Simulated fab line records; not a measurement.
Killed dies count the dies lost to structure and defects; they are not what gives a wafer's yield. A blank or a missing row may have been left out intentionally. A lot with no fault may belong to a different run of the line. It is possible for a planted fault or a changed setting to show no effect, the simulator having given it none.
fab line records	flow n5_finfet
record lots=7	wafers=21
route steps=1938 shown BEOL_M8@1332 BEOL_M9@1428
start_h: hours from the record's opening day to when the first of the lot's shown wafers began	wait_h: hours since the lot's step before	" repeats the value in the row above	L1.1+2: several wafers, shown together as one row	- value missing, or start not given	* or withheld: withheld	< > ~ a bound
route shown NAME@n: NAME is a module with steps in the file, n the number in the route of the first one	usual: mean/standard deviation taken from wafers without a fault	same: alike in all rows	chamber/n: place in a boat	sites: the reading at each site	_std_site: standard deviation of those values	_edge_site: the outer-site mean with the inner-site mean subtracted	radius_mm: for every site, how far away it sits from the centre of the wafer	mask NAME#n: copy n	behind: the last tool/chamber to shape the wafer	hold: the reason the lot was held/the length of the hold in hours/how it ended	device: whichever transistor did not switch (one of n, p or np)	end of line: at the end of the route, the tests of the same wafers	step lacking rows: just its recipe	killed: not the wafer's yield, but the dies lost to structure and defects at the first sort	map: dies across one wafer; x = killed, . = not, _ = none there
set.NAME: the setting the step ran with; set.NAME@STEP: the setting that earlier step ran with	model.NAME: the simulator's own value behind a step, which no gauge read
one table per step and one row per wafer, for lots whose settings were changed on purpose
## steps
# step N5_BEOL_M8_ILD_DEP_00
# recipe material=SiCOH_lowk	target_thk_a=1797.5	temp_c=300	precursor=DEMS/porogen	pressure_torr=5	rf_w=500	time_s=33.4
lot.wafer	tool	chamber	start_h	wait_h	set.time_s	model.SiCOH_lowk_of_BEOL_M8_ILD_DEP_00.thk_nm
L076.1	pecvd-01	1	204.03	0.0	38.15	200.2
L076.4	"	0	"	"	33.4	177.2
L076.5	"	1	"	"	33.4	175.8
L085.1	pecvd-02	1	270.10	0.0	28.95	154.2
L085.3	"	0	"	"	28.95	152.6
L085.5	"	0	"	"	28.95	157
L084.1	pecvd-01	0	270.34	0.0	33.4	175.6
L084.4	"	1	"	"	33.4	179.6
L084.5	"	2	"	"	33.4	179.2
L086.2	pecvd-01	1	274.69	0.0	30.88	165.2
L086.4	"	2	"	"	30.88	167.2
L086.5	"	1	"	"	33.4	181.4
L088.1	pecvd-01	2	277.11	0.0	35.88	192.6
L088.4	"	2	"	"	33.4	179.6
L088.6	"	0	"	"	35.88	193.2
L089.2	pecvd-01	1	280.68	0.0	33.4	174.8
L089.3	"	0	"	"	33.4	176
L089.6	"	0	"	"	33.4	179
L091.1	pecvd-02	0	306.80	0.0	33.4	176.8
L091.4	"	0	"	"	33.4	181.8
L091.6	"	1	"	"	33.4	178
# step N5_BEOL_M8_CURE_74
# recipe temp_c=385	time_s=240	ambient=He/Ar	material=SiCOH_lowk
lot.wafer	tool	chamber	start_h	wait_h	set.time_s@BEOL_M8_ILD_DEP_00	model.SiCOH_lowk_of_BEOL_M8_ILD_DEP_00.thk_nm
L076.1	uv_cure-02	0	204.12	0.1	38.15	173
L076.4	"	0	"	"	33.4	152.8
L076.5	"	0	"	"	33.4	151.6
L085.1	uv_cure-02	2	270.17	0.0	28.95	132.8
L085.3	"	2	"	"	28.95	131.4
L085.5	"	2	"	"	28.95	135.2
L084.1	uv_cure-03	0	270.57	0.2	33.4	151.4
L084.4	"	0	"	"	33.4	155
L084.5	"	0	"	"	33.4	154.4
L086.2	uv_cure-03	2	274.86	0.1	30.88	142.4
L086.4	"	2	"	"	30.88	144
L086.5	"	2	"	"	33.4	156.4
L088.1	uv_cure-03	0	277.34	0.2	35.88	166.2
L088.4	"	0	"	"	33.4	155
L088.6	"	0	"	"	35.88	166.8
L089.2	uv_cure-01	1	280.83	0.1	33.4	150.8
L089.3	"	1	"	"	33.4	151.8
L089.6	"	1	"	"	33.4	154.4
L091.1	uv_cure-02	1	306.86	0.0	33.4	152.4
L091.4	"	1	"	"	33.4	156.8
L091.6	"	1	"	"	33.4	153.4
# step N5_BEOL_M8_THK_MEAS_01
# recipe reads=SiCOH_lowk_of_BEOL_M8_ILD_DEP_00
# usual M8_ILD_THK=154.4/1.8
lot.wafer	tool	chamber	start_h	wait_h	set.time_s@BEOL_M8_ILD_DEP_00	M8_ILD_THK[nm]
L076.1	film_metro-02	-	204.63	0.4	38.15	172.9
L076.4	"	-	"	"	33.4	152.8
L076.5	"	-	"	"	33.4	151.6
L085.1	film_metro-02	-	270.68	0.4	28.95	132.7
L085.3	"	-	"	"	28.95	131.3
L085.5	"	-	"	"	28.95	135.0
L084.1	film_metro-02	-	271.08	0.4	33.4	151.4
L084.4	"	-	"	"	33.4	154.9
L084.5	"	-	"	"	33.4	154.4
L086.2	film_metro-01	-	275.29	0.4	30.88	142.4
L086.4	"	-	"	"	30.88	144.1
L086.5	"	-	"	"	33.4	156.6
L088.1	film_metro-01	-	277.85	0.4	35.88	166.2
L088.4	"	-	"	"	33.4	155.0
L088.6	"	-	"	"	35.88	166.8
L089.2	film_metro-01	-	281.26	0.4	33.4	150.8
L089.3	"	-	"	"	33.4	151.8
L089.6	"	-	"	"	33.4	154.3
L091.1	film_metro-02	-	307.39	0.4	33.4	152.4
L091.4	"	-	"	"	33.4	156.9
L091.6	"	-	"	"	33.4	153.6
# step N5_BEOL_M8_EXPOSE_08
# recipe mask_id=M8	na=1.35	source_shape=dipole	sigma_inner=0.817	sigma_outer=0.97	polarization=te	dose_mj=68.25
lot.wafer	tool	chamber	start_h	wait_h	mask	set.dose_mj
L076.1+4+5	arfi_scanner-02	0	205.99	-	M8#0	68.25
L085.1+5	arfi_scanner-01	0	272.29	-	M8#0	68.25
L085.3	"	0	"	"	M8#0	72.25
L084.1+4+5	arfi_scanner-01	0	272.54	-	M8#0	68.25
L086.2	arfi_scanner-03	0	276.04	-	M8#0	68.25
L086.4+5	"	0	"	"	M8#0	69.93
L088.1+4	arfi_scanner-03	0	278.86	-	M8#0	68.25
L088.6	"	0	"	"	M8#0	63.69
L089.2+3+6	arfi_scanner-02	0	283.61	-	M8#0	68.25
L091.1+4+6	arfi_scanner-02	0	308.57	-	M8#0	68.25
# step N5_BEOL_M8_PEB_09
# recipe peb_temp_c=withheld	peb_time_s=60	resist=CAR-ArF
# step N5_BEOL_M8_DEVELOP_10
# recipe develop_time_s=30	developer=TMAH	resist=CAR-ArF	rinse_liquid=diw	dry=air_spin	dev_temp_c=23
# step N5_BEOL_M8_CD_MEAS_11
# recipe target_cd_nm=38.5	landing_energy_ev=500	detector=se_inlens	polarity=opening
# usual cd_nm=38.6/0.65
lot.wafer	tool	chamber	start_h	wait_h	set.dose_mj@BEOL_M8_EXPOSE_08	cd_nm
L076.1	cd_sem-03	0	206.11	-	68.25	38.5
L076.4	"	0	"	"	68.25	38.2
L076.5	"	0	"	"	68.25	38.8
L085.1	cd_sem-02	0	272.42	-	68.25	39.1
L085.3	"	0	"	"	72.25	42.5
L085.5	"	0	"	"	68.25	39.4
L084.1	cd_sem-02	0	272.67	-	68.25	39.6
L084.4	"	0	"	"	68.25	38.6
L084.5	"	0	"	"	68.25	39.1
L086.2	cd_sem-01	0	276.16	-	68.25	39.4
L086.4	"	0	"	"	69.93	40.0
L086.5	"	0	"	"	69.93	40.5
L088.1	cd_sem-02	0	278.98	-	68.25	37.1
L088.4	"	0	"	"	68.25	38.1
L088.6	"	0	"	"	63.69	34.1
L089.2	cd_sem-03	0	283.73	-	68.25	38.0
L089.3	"	0	"	"	68.25	38.6
L089.6	"	0	"	"	68.25	38.2
L091.1	cd_sem-03	0	308.69	-	68.25	38.3
L091.4	"	0	"	"	68.25	38.8
L091.6	"	0	"	"	68.25	38.6
# step N5_BEOL_M8_DESCUM_16
# recipe chemistry=O2	time_s=7.9	source_power_w=50	bias_power_w=20	pressure_mtorr=20	rf_frequency_hz=2.712e+07	temp_c=40	resist=CAR-ArF	o2_flow_sccm=225
# step N5_BEOL_M8_ETCH_61
# recipe chemistry=CF4	target=SiARC	target_depth_a=455	mask_material=CAR-ArF	time_s=75.8	ion_energy_ev=80	pressure_mtorr=40	source_w=545	bias_w=36	Ar_flow_sccm=100	cf4_flow_sccm=100	ends=cleared
lot.wafer	tool	chamber	start_h	wait_h	set.dose_mj@BEOL_M8_EXPOSE_08	model.BEOL_M8.cd_offset_nm
L076.1+4	rie_diel-04	1,3	206.24	0.0	68.25	-0.2
L076.5	"	0	"	"	68.25	0.4
L085.1+5	rie_diel-04	1,0	272.54	0.0	68.25	0.6
L085.3	"	0	"	"	72.25	3.8
L084.1	rie_diel-04	3	272.80	0.0	68.25	1.2
L084.4	"	0	"	"	68.25	0.4
L084.5	"	0	"	"	68.25	0.6
L086.2	rie_diel-03	0	276.52	0.0	68.25	0.6
L086.4+5	"	2,3	"	"	69.93	1.8
L088.1	rie_diel-03	3	279.31	0.0	68.25	-1.2
L088.4	"	2	"	"	68.25	-0.6
L088.6	"	1	"	"	63.69	-4.4
L089.2	rie_diel-01	3	283.95	0.0	68.25	-0.4
L089.3	"	2	"	"	68.25	0
L089.6	"	1	"	"	68.25	-0.8
L091.1+6	rie_diel-03	1,2	310.51	0.0	68.25	0
L091.4	"	3	"	"	68.25	-0.2
# step N5_BEOL_M8_ETCH_62
# recipe chemistry=N2/H2	target=SOC	target_depth_a=1100	overetch_a=220	mask_material=SiARC	temp_c=40	time_s=165	ion_energy_ev=200	pressure_mtorr=30	source_w=840	bias_w=150	n2_flow_sccm=200	h2_flow_sccm=200
lot.wafer	tool	chamber	start_h	wait_h	set.dose_mj@BEOL_M8_EXPOSE_08	model.BEOL_M8.cd_offset_nm
L076.1	rie_diel-04	1	206.29	0.0	68.25	-0.6
L076.4	"	3	"	"	68.25	-0.4
L076.5	"	0	"	"	68.25	0.4
L085.1	rie_diel-04	1	272.60	0.0	68.25	0.2
L085.3	"	0	"	"	72.25	3.8
L085.5	"	0	"	"	68.25	0.8
L084.1	rie_diel-04	3	272.85	0.0	68.25	1
L084.4	"	0	"	"	68.25	0.4
L084.5	"	0	"	"	68.25	0.6
L086.2	rie_diel-03	0	276.57	0.0	68.25	0.4
L086.4	"	2	"	"	69.93	1.4
L086.5	"	3	"	"	69.93	2.2
L088.1+4	rie_diel-03	3,2	279.37	0.0	68.25	-1
L088.6	"	1	"	"	63.69	-4.6
L089.2+3	rie_diel-01	3,2	284.00	0.0	68.25	0
L089.6	"	1	"	"	68.25	-0.6
L091.1+6	rie_diel-03	1,2	310.56	0.0	68.25	-0.2
L091.4	"	3	"	"	68.25	0
# step N5_BEOL_M8_STRIP_68
# recipe chemistry=N2/H2	temp_c=40	n2_flow_sccm=200	h2_flow_sccm=200	rf_frequency_hz=6e+07
# step N5_BEOL_M8_STRIP_67
# recipe chemistry=CF4	resist=SiARC	power_w=300	bias_power_w=75	pressure_mtorr=50	cf4_flow_sccm=150	rf_frequency_hz=6e+07
# step N5_BEOL_M8_HM_OPEN_17
# recipe chemistry=Cl2/BCl3	target_depth_a=200	overetch_a=60	target=TiN	mask_material=SOC	ion_energy_ev=150	pressure_mtorr=10	icp_w=1000	bias_w=126	Cl2_flow_sccm=53.25	bcl3_flow_sccm=21.75	Ar_flow_sccm=25
lot.wafer	tool	chamber	start_h	wait_h	set.dose_mj@BEOL_M8_EXPOSE_08	model.BEOL_M8.cd_offset_nm
L076.1	rie_metal-01	1	206.48	0.0	68.25	-0.6
L076.4	"	0	"	"	68.25	-0.4
L076.5	"	0	"	"	68.25	0.6
L085.1	rie_metal-01	0	272.78	0.0	68.25	0.4
L085.3	"	0	"	"	72.25	4
L085.5	"	1	"	"	68.25	0.8
L084.1	rie_metal-01	1	273.04	0.0	68.25	1
L084.4+5	"	1	"	"	68.25	0.4
L086.2	rie_metal-02	0	276.76	0.0	68.25	0.4
L086.4	"	1	"	"	69.93	1.4
L086.5	"	1	"	"	69.93	2.2
L088.1+4	rie_metal-01	1,0	279.56	0.0	68.25	-1
L088.6	"	0	"	"	63.69	-4.6
L089.2	rie_metal-03	1	284.19	0.0	68.25	0.2
L089.3	"	1	"	"	68.25	0
L089.6	"	1	"	"	68.25	-0.6
L091.1+4+6	rie_metal-01	1,1,0	310.75	0.0	68.25	-0.2
# step N5_BEOL_M8_STRIP_19
# recipe chemistry=O2	power_w=400	temp_c=40	pressure_mtorr=30	rf_frequency_hz=6e+07	bias_power_w=0	overash_fraction=0.2	o2_flow_sccm=225
lot.wafer	tool	chamber	start_h	wait_h	set.pressure_mtorr
L076.1+4+5	rie_diel-03	0,0,2	206.59	0.1	25.11
L085.1+3+5	rie_diel-01	3,0,3	273.03	0.2	36.16
L084.1+4+5	rie_diel-03	0,2,3	273.18	0.1	30
L086.2+4+5	rie_diel-04	0,2,2	277.05	0.3	26.25
L088.1+4+6	rie_diel-01	3,2,3	279.85	0.3	32.56
L089.2+3+6	rie_diel-03	0,2,2	284.32	0.1	30
L091.1+4+6	rie_diel-03	1,0,3	311.51	0.7	30
# step N5_BEOL_M8_CD_MEAS_18
# recipe pitch_nm=80	target_cd_nm=40
# usual cd_nm=40.0/0.71
lot.wafer	tool	chamber	start_h	wait_h	set.dose_mj@BEOL_M8_EXPOSE_08	cd_nm
L076.1	cd_sem-02	-	206.66	0.0	68.25	39.6
L076.4	"	-	"	"	68.25	39.9
L076.5	"	-	"	"	68.25	40.1
L085.1	cd_sem-01	-	273.10	0.0	68.25	40.1
L085.3	"	-	"	"	72.25	43.8
L085.5	"	-	"	"	68.25	40.7
L084.1	cd_sem-01	-	273.25	0.0	68.25	41.2
L084.4	"	-	"	"	68.25	40.5
L084.5	"	-	"	"	68.25	40.6
L086.2	cd_sem-03	-	277.12	0.1	68.25	40.1
L086.4	"	-	"	"	69.93	41.1
L086.5	"	-	"	"	69.93	42.5
L088.1	cd_sem-03	-	279.92	0.0	68.25	38.7
L088.4	"	-	"	"	68.25	39.2
L088.6	"	-	"	"	63.69	35.0
L089.2	cd_sem-02	-	284.39	0.1	68.25	40.5
L089.3	"	-	"	"	68.25	40.0
L089.6	"	-	"	"	68.25	39.4
L091.1	cd_sem-03	-	311.58	0.0	68.25	39.9
L091.4	"	-	"	"	68.25	39.8
L091.6	"	-	"	"	68.25	39.8
# step N5_BEOL_M8_EXPOSE_25
# recipe mask_id=V7	na=0.33	source_shape=annular	sigma_inner=0.4	sigma_outer=0.8	polarization=unpolarized	target_cd_nm=40	dose_mj=42.5
lot.wafer	tool	chamber	start_h	wait_h	mask	set.dose_mj
L076.1+5	euv_scanner-02	0	206.84	-	V7#0	42.5
L076.4	"	0	"	"	V7#0	39.88
L084.1	euv_scanner-02	0	274.53	-	V7#0	39.91
L084.4+5	"	0	"	"	V7#0	42.5
L085.1+3	euv_scanner-02	0	274.57	-	V7#0	40.4
L085.5	"	0	"	"	V7#0	42.5
L086.2+4+5	euv_scanner-01	0	277.90	-	V7#0	42.5
L088.1+6	euv_scanner-01	0	280.10	-	V7#0	41.6
L088.4	"	0	"	"	V7#0	42.5
L089.2+3+6	euv_scanner-02	0	287.17	-	V7#0	42.5
L091.1	euv_scanner-01	0	312.91	-	V7#0	40.17
L091.4+6	"	0	"	"	V7#0	42.5
# step N5_BEOL_M8_PEB_26
# recipe peb_temp_c=100	peb_time_s=60	resist=CAR-EUV
# step N5_BEOL_M8_DEVELOP_27
# recipe develop_time_s=30	developer=TMAH	resist=CAR-EUV	rinse_liquid=surfactant_rinse	dry=air_spin	dev_temp_c=23
# step N5_BEOL_M8_CD_MEAS_28
# recipe target_cd_nm=40	landing_energy_ev=500	detector=se_inlens
# usual cd_nm=40.10/0.22
lot.wafer	tool	chamber	start_h	wait_h	set.dose_mj@BEOL_M8_EXPOSE_25	cd_nm
L076.1	cd_sem-01	0	206.97	-	42.5	40.34
L076.4	"	0	"	"	39.88	38.78
L076.5	"	0	"	"	42.5	40.24
L084.1	cd_sem-02	0	274.66	-	39.91	38.76
L084.4	"	0	"	"	42.5	40.34
L084.5	"	0	"	"	42.5	40.14
L085.1	cd_sem-01	0	274.70	-	40.4	38.93
L085.3	"	0	"	"	40.4	38.65
L085.5	"	0	"	"	42.5	40.33
L086.2	cd_sem-02	0	278.03	-	42.5	40.34
L086.4	"	0	"	"	42.5	39.81
L086.5	"	0	"	"	42.5	39.81
L088.1	cd_sem-02	0	280.24	-	41.6	39.76
L088.4	"	0	"	"	42.5	40.06
L088.6	"	0	"	"	41.6	39.73
L089.2	cd_sem-01	0	287.30	-	42.5	39.86
L089.3	"	0	"	"	42.5	40.21
L089.6	"	0	"	"	42.5	40.01
L091.1	cd_sem-01	0	313.04	-	40.17	39.25
L091.4	"	0	"	"	42.5	40.11
L091.6	"	0	"	"	42.5	40.34
# step N5_BEOL_M8_DESCUM_33
# recipe chemistry=O2	time_s=7	source_power_w=50	bias_power_w=20	pressure_mtorr=20	rf_frequency_hz=2.712e+07	temp_c=40	resist=CAR-EUV	o2_flow_sccm=225
lot.wafer	tool	chamber	start_h	wait_h	set.dose_mj@BEOL_M8_EXPOSE_25	model.BEOL_M8.cd_nm
L076.1+5	rie_diel-03	1	207.44	0.4	42.5	40.2
L076.4	"	0	"	"	39.88	38.6
L084.1	rie_diel-03	2	275.11	0.4	39.91	38.8
L084.4+5	"	0,2	"	"	42.5	40.2
L085.1+3	rie_diel-03	1,0	275.51	0.7	40.4	39.2
L085.5	"	3	"	"	42.5	40.2
L086.2+4+5	rie_diel-01	2,0,3	278.16	0.0	42.5	40.2
L088.1	rie_diel-01	2	280.36	0.0	41.6	39.6
L088.4	"	3	"	"	42.5	40.2
L088.6	"	0	"	"	41.6	39.8
L089.2+3+6	rie_diel-03	0,3,1	287.42	0.0	42.5	40
L091.1	rie_diel-03	3	313.53	0.4	40.17	39
L091.4	"	2	"	"	42.5	40.4
L091.6	"	0	"	"	42.5	40.2
# step N5_BEOL_M8_ETCH_72
# recipe chemistry=N2/H2	target=underlayer	target_depth_a=65	mask_material=CAR-EUV	time_s=5.2	ion_energy_ev=200	pressure_mtorr=30	source_w=840	bias_w=150	n2_flow_sccm=200	h2_flow_sccm=200	ends=cleared
# step N5_BEOL_M8_ETCH_65
# recipe chemistry=CF4	target=SiARC	target_depth_a=156	mask_material=CAR-EUV	time_s=26	ion_energy_ev=80	pressure_mtorr=40	source_w=545	bias_w=36	Ar_flow_sccm=100	cf4_flow_sccm=100	ends=cleared
# step N5_BEOL_M8_PRECLEAN_42
# recipe chemistry=residue_remover	time_s=60	temp_c=40
# step N5_BEOL_M8_SRD_43
# recipe time_s=30	temp_c=23	rinse_liquid=diw	dry=ipa_marangoni
# step N5_BEOL_M8_CD_MEAS_35
# recipe target_cd_nm=40	polarity=opening
# usual cd_nm=40.0/0.72
lot.wafer	tool	chamber	start_h	wait_h	set.dose_mj@BEOL_M8_EXPOSE_08	cd_nm
L076.1	cd_sem-02	-	208.02	0.0	68.25	39.5
L076.4	"	-	"	"	68.25	40.1
L076.5	"	-	"	"	68.25	40.5
L084.1	cd_sem-02	-	275.79	0.0	68.25	41.1
L084.4	"	-	"	"	68.25	40.1
L084.5	"	-	"	"	68.25	40.0
L085.1	cd_sem-03	-	276.10	0.0	68.25	40.0
L085.3	"	-	"	"	72.25	43.9
L085.5	"	-	"	"	68.25	40.9
L086.2	cd_sem-03	-	278.75	0.0	68.25	40.8
L086.4	"	-	"	"	69.93	41.3
L086.5	"	-	"	"	69.93	42.2
L088.1	cd_sem-03	-	281.04	0.0	68.25	39.4
L088.4	"	-	"	"	68.25	39.0
L088.6	"	-	"	"	63.69	34.9
L089.2	cd_sem-01	-	288.00	0.0	68.25	40.2
L089.3	"	-	"	"	68.25	40.1
L089.6	"	-	"	"	68.25	39.2
L091.1	cd_sem-03	-	314.11	0.0	68.25	40.0
L091.4	"	-	"	"	68.25	39.4
L091.6	"	-	"	"	68.25	39.4
# step N5_BEOL_M9_COAT_22
# recipe resist=CAR-EUV	spin_rpm=1500	resist_thk_nm=30
lot.wafer	tool	chamber	start_h	wait_h	set.spin_rpm	model.CAR-EUV_of_BEOL_M9_COAT_22.thk_nm
L076.1+4	litho_track-04	0	-	-	1500	30
L076.5	"	0	"	"	1500	30.2
L084.1	litho_track-03	0	-	-	1609	29
L084.4	"	0	"	"	1500	30
L084.5	"	0	"	"	1500	30.2
L085.1+3	litho_track-04	0	-	-	1500	30
L085.5	"	0	"	"	1500	29.8
L086.2	litho_track-01	0	-	-	1389	31
L086.4	"	0	"	"	1500	30
L086.5	"	0	"	"	1500	29.8
L088.1+4	litho_track-03	0	-	-	1500	30.2
L088.6	"	0	"	"	1500	30
L089.2+3	litho_track-03	0	-	-	1500	30
L089.6	"	0	"	"	1500	30.2
L091.1	litho_track-03	0	-	-	1384	31.2
L091.4+6	"	0	"	"	1384	31.4
# step N5_BEOL_M9_EBR_24
# recipe solvent=PGMEA	ebr_width_mm=1.5
# step N5_BEOL_M9_SOFTBAKE_23
# recipe temp_c=110	time_s=60	resist=CAR-EUV
# step N5_BEOL_M9_DESCUM_33
# recipe chemistry=O2	time_s=7	source_power_w=50	bias_power_w=20	pressure_mtorr=20	rf_frequency_hz=2.712e+07	temp_c=40	resist=CAR-EUV	o2_flow_sccm=225
# step N5_BEOL_M9_ETCH_76
# recipe chemistry=N2/H2	target=underlayer	target_depth_a=65	mask_material=CAR-EUV	time_s=5.2	ion_energy_ev=200	pressure_mtorr=30	source_w=840	bias_w=150	n2_flow_sccm=200	h2_flow_sccm=200	ends=cleared
# step N5_BEOL_M9_ETCH_65
# recipe chemistry=CF4	target=SiARC	target_depth_a=156	mask_material=CAR-EUV	time_s=26	ion_energy_ev=80	pressure_mtorr=40	source_w=545	bias_w=36	Ar_flow_sccm=100	cf4_flow_sccm=100	ends=cleared
lot.wafer	tool	chamber	start_h	wait_h	set.spin_rpm@BEOL_M9_COAT_22	model.CAR-EUV_of_BEOL_M9_COAT_22.thk_nm
L076.1	rie_diel-06	3	214.76	0.0	1500	11.2
L076.4	"	1	"	"	1500	11
L076.5	"	3	"	"	1500	11.4
L084.1	rie_diel-05	2	282.57	0.0	1609	10
L084.4	"	1	"	"	1500	11.2
L084.5	"	1	"	"	1500	11.4
L085.1+5	rie_diel-06	0,3	282.75	0.0	1500	11
L085.3	"	3	"	"	1500	11.2
L086.2	rie_diel-05	1	285.21	0.0	1389	12.2
L086.4	"	3	"	"	1500	11
L086.5	"	1	"	"	1500	11.2
L088.1+4	rie_diel-02	2,0	287.36	0.0	1500	11.4
L088.6	"	1	"	"	1500	11.2
L089.2+3	rie_diel-06	0,3	296.99	0.0	1500	11.2
L089.6	"	0	"	"	1500	11.4
L091.1+6	rie_diel-05	1,2	325.36	0.0	1384	12.4
L091.4	"	1	"	"	1384	12.6
## key
split step=N5_BEOL_M8_ILD_DEP_00	setting=time_s	stated=33.4	by=wafer
response step=N5_BEOL_M8_ILD_DEP_00	reading=model.SiCOH_lowk_of_BEOL_M8_ILD_DEP_00.thk_nm	change=+1.75	per=1%	r=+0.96
response step=N5_BEOL_M8_CURE_74	reading=model.SiCOH_lowk_of_BEOL_M8_ILD_DEP_00.thk_nm	change=+1.53	per=1%	r=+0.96
response step=N5_BEOL_M8_THK_MEAS_01	reading=M8_ILD_THK	change=+1.53	per=1%	r=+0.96
split step=N5_BEOL_M8_EXPOSE_08	setting=dose_mj	stated=68.25	by=wafer
response step=N5_BEOL_M8_CD_MEAS_11	reading=cd_nm	change=+0.523	per=1%	r=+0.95
response step=N5_BEOL_M8_ETCH_61	reading=model.BEOL_M8.cd_offset_nm	change=+0.53	per=1%	r=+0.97
response step=N5_BEOL_M8_ETCH_62	reading=model.BEOL_M8.cd_offset_nm	change=+0.551	per=1%	r=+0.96
response step=N5_BEOL_M8_HM_OPEN_17	reading=model.BEOL_M8.cd_offset_nm	change=+0.558	per=1%	r=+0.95
response step=N5_BEOL_M8_CD_MEAS_18	reading=cd_nm	change=+0.595	per=1%	r=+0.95
response step=N5_BEOL_M8_CD_MEAS_35	reading=cd_nm	change=+0.601	per=1%	r=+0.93
split step=N5_BEOL_M8_STRIP_19	setting=pressure_mtorr	stated=30	by=lot
response none clear
split step=N5_BEOL_M8_EXPOSE_25	setting=dose_mj	stated=42.5	by=wafer
response step=N5_BEOL_M8_CD_MEAS_28	reading=cd_nm	change=+0.238	per=1%	r=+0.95
response step=N5_BEOL_M8_DESCUM_33	reading=model.BEOL_M8.cd_nm	change=+0.235	per=1%	r=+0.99
split step=N5_BEOL_M9_COAT_22	setting=spin_rpm	stated=1500	by=wafer
response step=N5_BEOL_M9_COAT_22	reading=model.CAR-EUV_of_BEOL_M9_COAT_22.thk_nm	change=-0.15	per=1%	r=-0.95
response step=N5_BEOL_M9_ETCH_65	reading=model.CAR-EUV_of_BEOL_M9_COAT_22.thk_nm	change=-0.163	per=1%	r=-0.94
